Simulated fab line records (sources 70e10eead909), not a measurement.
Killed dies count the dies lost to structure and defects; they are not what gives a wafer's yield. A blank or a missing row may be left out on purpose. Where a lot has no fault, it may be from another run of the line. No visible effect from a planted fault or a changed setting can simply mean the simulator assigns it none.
Chamber matching    flow nand harc    4 sister chambers for NHARC_A_CHANNEL_HOLE_D1_DESCUM_15 on rie diel-02
The step chemistry O2, time 3 s. 4 wafers are shown with their chamber, then 8 later ones without.

== WAFERS, EACH WITH ITS CHAMBER ==
wafer   chamber  showerhead plenum p Torr (Torr)
L252.3  3        1.80
L252.5  2        2.05
L253.2  1        2.03
L261.2  0        1.89

== WAFERS MISSING THEIR CHAMBER ==
wafer   showerhead plenum p Torr (Torr)
L261.3  1.79
L261.5  1.89
L262.2  1.89
L262.3  2.05
L262.6  2.05
L264.2  2.05
L264.4  1.79
L264.5  2.05

== WHICH CHAMBER EACH WENT THROUGH ==
wafer   from the rows above  in truth
L261.3  3                    3
L261.5  0                    0
L262.2  0                    0
L262.3  2                    2
L262.6  2                    2
L264.2  2                    2
L264.4  3                    3
L264.5  2                    2
Correct placement for 8 of the 8. Not placeable from these rows: 0. 0 placed wrongly.
How it was worked out, from the rows above alone: a wafer's distance from a chamber is the root of the sum, over the readings, of the square of ((its reading less the chamber's mean) divided by the reading's scatter). The wafer belongs to the nearest chamber; if the next one is less than 2 further off, it can't be placed. The mean given for a chamber averages the wafers shown for that chamber. The scatter: with one shown wafer a chamber, the root of the mean of the squares of how far each hidden wafer lies from its nearest shown one.
